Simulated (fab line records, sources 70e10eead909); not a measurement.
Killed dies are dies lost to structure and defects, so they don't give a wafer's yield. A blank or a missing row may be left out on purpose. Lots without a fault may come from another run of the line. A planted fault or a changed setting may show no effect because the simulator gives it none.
Which tool did it? | flow nand_harc | 24 lots, 72 wafers sampled, at 6 steps of a route of 1159

WHAT THE GAUGES READ, wafer by wafer
NHARC_P_GATE_CD_MEAS_59: target cd 720 nm.
lot  | measured     | on        | cd_nm (nm)
L074 | day 5 12:47  | cd_sem-02 | 720.9 718.4 718.9
L075 | day 5 13:10  | cd_sem-01 | 722.3 722.0 723.7
L076 | day 5 20:49  | cd_sem-02 | 721.6 719.9 724.3
L077 | day 5 23:54  | cd_sem-03 | 720.3 720.6 722.6
L078 | day 6 00:07  | cd_sem-03 | 720.9 718.9 719.8
L079 | day 6 14:58  | cd_sem-03 | 721.8 721.6 720.1
L081 | day 7 01:12  | cd_sem-02 | 721.1 722.1 722.5
L080 | day 7 02:10  | cd_sem-03 | 722.8 720.0 720.1
L082 | day 7 16:48  | cd_sem-03 | 722.6 722.2 723.6
L083 | day 7 12:00  | cd_sem-01 | 724.9 722.7 722.4
L084 | day 7 18:23  | cd_sem-02 | 721.8 722.4 720.0
L086 | day 8 10:50  | cd_sem-01 | 723.9 727.5 725.5
L087 | day 8 11:05  | cd_sem-01 | 721.5 721.2 721.9
L085 | day 8 11:29  | cd_sem-02 | 725.2 724.6 724.9
L088 | day 8 16:58  | cd_sem-03 | 721.8 721.8 721.4
L090 | day 9 07:19  | cd_sem-03 | 722.5 723.0 722.2
L089 | day 9 07:44  | cd_sem-02 | 722.8 723.0 720.2
L091 | day 9 14:21  | cd_sem-03 | 722.3 720.8 722.3
L092 | day 9 19:02  | cd_sem-01 | 722.6 720.9 719.9
L093 | day 10 02:05 | cd_sem-03 | 719.6 719.5 720.3
L094 | day 10 09:31 | cd_sem-03 | 721.6 723.1 724.5
L095 | day 10 09:59 | cd_sem-02 | 724.6 720.0 721.3
L096 | day 10 15:02 | cd_sem-02 | 724.6 722.2 723.7
L097 | day 11 02:16 | cd_sem-03 | 722.5 722.2 720.2

NHARC_P_M0_THK_MEAS_24: measures by xrf.
lot  | measured     | on            | thk_nm (nm)
L074 | day 6 09:05  | film_metro-02 | 115.2 114.5 114.9
L075 | day 6 09:47  | film_metro-02 | 120.0 118.4 117.1
L076 | day 6 15:56  | film_metro-01 | 117.6 114.9 117.2
L077 | day 6 17:22  | film_metro-01 | 115.3 115.3 115.9
L078 | day 6 17:32  | film_metro-02 | 117.4 116.5 115.0
L079 | day 7 07:53  | film_metro-01 | 117.3 116.1 116.2
L081 | day 7 18:30  | film_metro-01 | 117.1 116.2 117.2
L080 | day 7 18:59  | film_metro-01 | 114.7 116.9 115.6
L082 | day 8 06:57  | film_metro-02 | 117.4 117.8 118.5
L083 | day 8 03:40  | film_metro-02 | 116.2 116.4 116.7
L084 | day 8 07:31  | film_metro-01 | 118.0 118.1 118.9
L086 | day 9 04:10  | film_metro-02 | 116.2 118.6 116.0
L087 | day 9 04:36  | film_metro-02 | 118.6 119.3 117.4
L085 | day 9 04:49  | film_metro-02 | 115.7 115.9 114.8
L088 | day 9 07:54  | film_metro-02 | 117.3 118.0 116.6
L090 | day 9 22:34  | film_metro-01 | 116.5 114.7 117.6
L089 | day 9 23:15  | film_metro-02 | 118.0 117.1 119.8
L091 | day 10 05:53 | film_metro-02 | 115.2 116.0 113.5
L092 | day 10 08:31 | film_metro-02 | 117.7 117.9 118.4
L093 | day 10 17:33 | film_metro-02 | 116.3 118.0 115.4
L094 | day 10 22:56 | film_metro-02 | 118.1 117.0 118.4
L095 | day 10 23:26 | film_metro-01 | 114.5 116.8 115.8
L096 | day 11 04:38 | film_metro-01 | 116.6 117.5 116.2
L097 | day 11 15:33 | film_metro-02 | 119.3 119.2 119.1

NHARC_P_M1_OVL_MEAS_10: pitch 260 nm.
lot  | measured     | on         | overlay_x_nm (nm) | overlay_y_nm (nm)
L074 | day 6 10:43  | overlay-02 | 1.8 1.7 2.3       | -0.1 -0.1 -0.5
L075 | day 6 11:25  | overlay-02 | -1.2 -1.0 -0.5    | 1.7 1.3 1.1
L076 | day 6 17:35  | overlay-02 | 0.2 0.3 0.7       | -0.1 0.2 -0.2
L077 | day 6 18:59  | overlay-01 | -0.3 0.2 -0.1     | -0.1 -0.6 -0.5
L078 | day 6 19:11  | overlay-02 | -1.5 -1.1 -1.6    | 1.1 0.2 0.6
L079 | day 7 09:23  | overlay-02 | 1.2 0.9 1.2       | -0.5 -0.3 -0.8
L081 | day 7 20:35  | overlay-01 | 0.4 -0.1 0.3      | 0.0 0.8 0.7
L080 | day 7 21:19  | overlay-01 | 0.2 0.3 0.9       | 0.4 0.4 -0.1
L082 | day 8 08:36  | overlay-02 | -1.1 -1.7 -1.4    | 0.5 0.9 0.1
L083 | day 8 05:16  | overlay-02 | 0.5 -0.1 0.4      | 0.4 0.0 0.4
L084 | day 8 09:10  | overlay-01 | -0.3 -0.5 0.0     | -0.8 -1.3 -1.6
L086 | day 9 06:07  | overlay-01 | 0.3 0.3 0.3       | -0.2 0.0 0.1
L087 | day 9 06:20  | overlay-02 | -0.1 0.2 0.3      | 2.0 1.5 1.5
L085 | day 9 06:54  | overlay-01 | -0.9 -1.1 -1.1    | -0.8 -1.1 -1.0
L088 | day 9 09:25  | overlay-01 | 1.3 1.3 1.4       | -1.8 -2.1 -2.5
L090 | day 10 00:04 | overlay-01 | -0.4 -0.3 -0.4    | -1.2 -1.4 -0.6
L089 | day 10 00:46 | overlay-02 | 0.6 0.6 0.9       | 0.2 -0.1 -0.1
L091 | day 10 07:31 | overlay-01 | -0.6 -0.3 0.0     | 0.2 0.3 0.2
L092 | day 10 10:01 | overlay-02 | 1.9 1.4 1.2       | 0.7 0.4 0.3
L093 | day 10 19:11 | overlay-01 | 0.1 -0.1 0.1      | 0.2 0.4 0.3
L094 | day 11 00:34 | overlay-01 | 1.0 0.8 0.7       | -0.7 0.3 0.0
L095 | day 11 01:04 | overlay-02 | -0.5 -0.2 -0.3    | -0.7 -1.4 -1.0
L096 | day 11 06:10 | overlay-01 | 1.2 1.2 0.8       | 0.1 0.4 -0.6
L097 | day 11 17:19 | overlay-01 | -0.6 -0.3 -1.0    | -1.6 -1.6 -1.5

WHICH TOOL RAN EACH LOT (tool, then ch and the chambers of the sampled wafers, then the start)
lot  | NHARC_P_GATE_ETCH_32             | NHARC_P_GATE_STRIP_101             | NHARC_P_M0_DEP_32
L074 | rie_si-04 ch 1,2,3, day 4 22:58  | rie_diel-05 ch 0,1,3, day 5 09:26  | pecvd-02 ch 0,1,2, day 6 09:23
L075 | rie_si-01 ch 0,1,2, day 4 23:29  | rie_diel-05 ch 0,1,2, day 5 09:45  | pecvd-02 ch 0,1, day 6 10:07
L076 | rie_si-01 ch 2,3, day 5 07:25    | rie_diel-02 ch 0,2,3, day 5 17:49  | pecvd-02 ch 0,1, day 6 16:16
L077 | rie_si-01 ch 0,1,3, day 5 10:48  | rie_diel-05 ch 0,1,2, day 5 21:11  | pecvd-02 ch 0,1, day 6 17:40
L078 | rie_si-06 ch 1,2, day 5 11:05    | rie_diel-02 ch 0,1,2, day 5 21:34  | pecvd-03 ch 0,1, day 6 17:50
L079 | rie_si-06 ch 0,2, day 6 02:03    | rie_diel-05 ch 0,2, day 6 12:32    | pecvd-02 ch 0,1,2, day 7 08:17
L081 | rie_si-06 ch 0,2,3, day 6 12:11  | rie_diel-08 ch 0,1,3, day 6 22:41  | pecvd-03 ch 0,1, day 7 19:04
L080 | rie_si-04 ch 2,3, day 6 13:01    | rie_diel-08 ch 0,1,3, day 6 23:26  | pecvd-03 ch 0,1,2, day 7 19:59
L082 | rie_si-01 ch 1,2,3, day 6 22:50  | rie_diel-05 ch 0,3, day 7 14:16    | pecvd-04 ch 0,1, day 8 07:18
L083 | rie_si-04 ch 0,2, day 6 23:13    | rie_diel-05 ch 0,1,3, day 7 09:35  | pecvd-04 ch 1,2, day 8 03:58
L084 | rie_si-06 ch 1,2,3, day 7 04:43  | rie_diel-05 ch 0,1,2, day 7 15:49  | pecvd-04 ch 0,1,2, day 8 07:57
L086 | rie_si-06 ch 0,1, day 7 21:43    | rie_diel-05 ch 1,2, day 8 08:10    | pecvd-03 ch 1,2, day 9 04:35
L087 | rie_si-01 ch 1,2, day 7 21:44    | rie_diel-02 ch 0,2, day 8 08:10    | pecvd-02 ch 0,2, day 9 04:58
L085 | rie_si-04 ch 0,3, day 7 22:02    | rie_diel-02 ch 0,2,3, day 8 08:26  | pecvd-02 ch 1,2, day 9 05:38
L088 | rie_si-01 ch 0,1,2, day 8 02:10  | rie_diel-05 ch 2,3, day 8 14:29    | pecvd-03 ch 0,1,2, day 9 08:13
L090 | rie_si-01 ch 1,2, day 8 18:13    | rie_diel-05 ch 2,3, day 9 04:38    | pecvd-04 ch 0,1, day 9 22:52
L089 | rie_si-01 ch 0,2, day 8 18:43    | rie_diel-02 ch 0,1,2, day 9 05:06  | pecvd-04 ch 0,1,2, day 9 23:33
L091 | rie_si-06 ch 0,2,3, day 9 01:16  | rie_diel-05 ch 0,2,3, day 9 11:47  | pecvd-03 ch 0,1,2, day 10 06:13
L092 | rie_si-04 ch 1,2, day 9 05:46    | rie_diel-08 ch 0,2,3, day 9 16:37  | pecvd-02 ch 0,2, day 10 08:49
L093 | rie_si-01 ch 1,2, day 9 12:40    | rie_diel-02 ch 0,1,3, day 9 23:39  | pecvd-03 ch 0,1,2, day 10 17:51
L094 | rie_si-01 ch 0,1,2, day 9 20:29  | rie_diel-02 ch 0,3, day 10 06:58   | pecvd-03 ch 0,1,2, day 10 23:14
L095 | rie_si-04 ch 0,1,3, day 9 20:38  | rie_diel-05 ch 2,3, day 10 07:18   | pecvd-04 ch 0,1,2, day 10 23:46
L096 | rie_si-01 ch 1,2, day 10 01:57   | rie_diel-08 ch 0,1,3, day 10 12:22 | pecvd-04 ch 0,2, day 11 04:56
L097 | rie_si-01 ch 0,1,3, day 10 13:16 | rie_diel-08 ch 1,2, day 10 23:34   | pecvd-02 ch 0,1,2, day 11 15:56
- NHARC_P_GATE_ETCH_32: etches the open film in HBr/Cl2, target depth 150 nm, time 100.1 s.
- NHARC_P_GATE_STRIP_101: strips in O2, time 20 s.
- NHARC_P_M0_DEP_32: deposits SiCN, target thk 30 nm.

WHAT THE TOOLS THEMSELVES READ (means of the sampled wafers that have a number; where no wafer has one, the mark that the record gives instead)
NHARC_P_GATE_ETCH_32.
lot  | tool      | drypump_motor_current_A (A) | oes_product_au (a.u.) | rf_fwd_power_W (W) | throttle_valve_pct (%)
L074 | rie_si-04 | 5.9                         | 0.997                 | 397.9              | 26.405
L075 | rie_si-01 | 5.5                         | 0.999                 | 399.2              | 26.406
L076 | rie_si-01 | 5.4                         | 1.004                 | 397.8              | 26.402
L077 | rie_si-01 | 5.6                         | 0.994                 | 397.0              | 26.401
L078 | rie_si-06 | 6.1                         | 1.001                 | 396.8              | 26.409
L079 | rie_si-06 | 6.2                         | 1.010                 | 395.3              | 26.415
L081 | rie_si-06 | 5.9                         | 1.002                 | 397.3              | 26.413
L080 | rie_si-04 | 6.0                         | 1.003                 | 396.0              | 26.402
L082 | rie_si-01 | 5.5                         | 0.984                 | 395.7              | 26.402
L083 | rie_si-04 | 5.2                         | 0.998                 | 396.1              | 26.400
L084 | rie_si-06 | 5.7                         | 0.988                 | 397.4              | 26.402
L086 | rie_si-06 | 6.0                         | 1.001                 | 397.7              | 26.407
L087 | rie_si-01 | 5.5                         | 0.992                 | 398.6              | 26.415
L085 | rie_si-04 | 4.9                         | 1.011                 | 397.2              | 26.407
L088 | rie_si-01 | 5.5                         | 0.997                 | 398.2              | 26.401
L090 | rie_si-01 | 5.3                         | 0.992                 | 398.7              | 26.407
L089 | rie_si-01 | 5.4                         | 1.009                 | 397.7              | 26.406
L091 | rie_si-06 | 5.9                         | 0.991                 | 397.0              | 26.408
L092 | rie_si-04 | 6.3                         | 0.994                 | 395.8              | 26.406
L093 | rie_si-01 | 5.4                         | 0.984                 | 398.0              | 26.401
L094 | rie_si-01 | 5.5                         | 0.997                 | 399.3              | 26.400
L095 | rie_si-04 | 5.4                         | 1.008                 | 397.5              | 26.404
L096 | rie_si-01 | 5.5                         | 0.984                 | 397.9              | 26.409
L097 | rie_si-01 | 5.6                         | 1.001                 | 396.9              | 26.403

NHARC_P_GATE_STRIP_101.
lot  | tool        | drypump_motor_current_A (A) | mfc_ar_sccm (sccm) | oes_product_au (a.u.) | rf_vpp_V (V) | showerhead_plenum_p_Torr (Torr) | throttle_valve_pct (%)
L074 | rie_diel-05 | 5.8                         | 0.006              | 1.001                 | 57.6         | 3.56                            | 17.036
L075 | rie_diel-05 | 6.0                         | 0.010              | 0.992                 | 57.2         | 3.51                            | 17.031
L076 | rie_diel-02 | 5.7                         | 0.026              | 1.007                 | 58.0         | 3.52                            | 17.045
L077 | rie_diel-05 | 6.0                         | 0.010              | 1.000                 | 56.5         | 3.50                            | 17.025
L078 | rie_diel-02 | 5.7                         | 0.028              | 1.003                 | 58.0         | 3.56                            | 17.049
L079 | rie_diel-05 | 6.0                         | 0.006              | 0.988                 | 57.3         | 3.54                            | 17.043
L081 | rie_diel-08 | 5.5                         | 0.006              | 0.994                 | 57.8         | 3.50                            | 17.035
L080 | rie_diel-08 | 5.5                         | 0.006              | 1.002                 | 57.3         | 3.50                            | 17.039
L082 | rie_diel-05 | 5.9                         | 0.002              | 0.992                 | 58.7         | 3.59                            | 17.040
L083 | rie_diel-05 | 5.8                         | 0.006              | 1.001                 | 57.8         | 3.55                            | 17.039
L084 | rie_diel-05 | 6.0                         | 0.010              | 0.991                 | 57.7         | 3.50                            | 17.042
L086 | rie_diel-05 | 5.9                         | 0.014              | 1.006                 | 57.6         | 3.46                            | 17.037
L087 | rie_diel-02 | 5.4                         | 0.037              | 1.006                 | 57.1         | 3.51                            | 17.046
L085 | rie_diel-02 | 5.7                         | 0.026              | 1.007                 | 57.1         | 3.51                            | 17.035
L088 | rie_diel-05 | 5.8                         | 0.009              | 1.019                 | 57.5         | 3.57                            | 17.041
L090 | rie_diel-05 | 6.0                         | 0.014              | 0.995                 | 57.8         | 3.51                            | 17.028
L089 | rie_diel-02 | 5.6                         | 0.028              | 0.995                 | 58.5         | 3.54                            | 17.033
L091 | rie_diel-05 | 5.9                         | 0.008              | 1.003                 | 58.3         | 3.55                            | 17.036
L092 | rie_diel-08 | 5.8                         | 0.011              | 0.988                 | 57.4         | 3.55                            | 17.027
L093 | rie_diel-02 | 5.8                         | 0.013              | 0.998                 | 57.3         | 3.59                            | 17.027
L094 | rie_diel-02 | 5.4                         | 0.023              | 1.007                 | 57.7         | 3.55                            | 17.034
L095 | rie_diel-05 | 6.0                         | 0.014              | 0.999                 | 58.3         | 3.50                            | 17.039
L096 | rie_diel-08 | 5.5                         | 0.006              | 0.993                 | 57.4         | 3.48                            | 17.037
L097 | rie_diel-08 | 5.3                         | 0.022              | 0.994                 | 56.9         | 3.51                            | 17.032

NHARC_P_M0_DEP_32.
lot  | tool     | heater_power_w (W) | rf_fwd_power_W (W) | susceptor_temp_C (C)
L074 | pecvd-02 | 545                | 450.5              | 369.96
L075 | pecvd-02 | 624                | 448.4              | 370.21
L076 | pecvd-02 | 615                | 450.1              | 370.02
L077 | pecvd-02 | 548                | 447.2              | 370.04
L078 | pecvd-03 | 561                | 449.3              | 369.85
L079 | pecvd-02 | 576                | 448.2              | 369.89
L081 | pecvd-03 | 575                | 448.4              | 370.05
L080 | pecvd-03 | 612                | 449.7              | 370.05
L082 | pecvd-04 | 481                | 450.1              | 370.09
L083 | pecvd-04 | 482                | 448.8              | 370.17
L084 | pecvd-04 | 521                | 448.9              | 370.01
L086 | pecvd-03 | 651                | 448.1              | 369.85
L087 | pecvd-02 | 597                | 447.8              | 369.91
L085 | pecvd-02 | 464                | 449.4              | 369.95
L088 | pecvd-03 | 624                | 449.6              | 370.15
L090 | pecvd-04 | 478                | 449.3              | 370.07
L089 | pecvd-04 | 501                | 448.6              | 369.96
L091 | pecvd-03 | 635                | 448.5              | 369.92
L092 | pecvd-02 | 533                | 448.0              | 370.01
L093 | pecvd-03 | 621                | 448.7              | 369.96
L094 | pecvd-03 | 588                | 449.0              | 370.07
L095 | pecvd-04 | 524                | 449.7              | 369.97
L096 | pecvd-04 | 541                | 448.5              | 369.78
L097 | pecvd-02 | 539                | 450.3              | 370.07

THE ANSWER, worked out from the rows above alone
Rule: what is usual is taken from the lots themselves. Put in order of their means at a reading, lots are off if they are a third of the lots or fewer, leave a main group of 4 or more, and stand apart from it by a gap of 3 or more times the standard deviation of the main group's means; of several such gaps the widest counts. A main group whose means are all the same, to the digits that the tables above print for the reading, isn't used. A lot without any number at a reading at which 4 lots or more have one is off too. The other lots that the step has rows for count as sound. The gauges are gone through in route order, then the tools' own readings, and for those a lot's mean is taken as printed above. The first step at which some lot is off is used, and at that step the reading that is off furthest; a lot without a number counts as furthest.
No lot is off at any reading shown: from this, nothing can be told.

WHAT THE SIMULATOR HAD PUT IN
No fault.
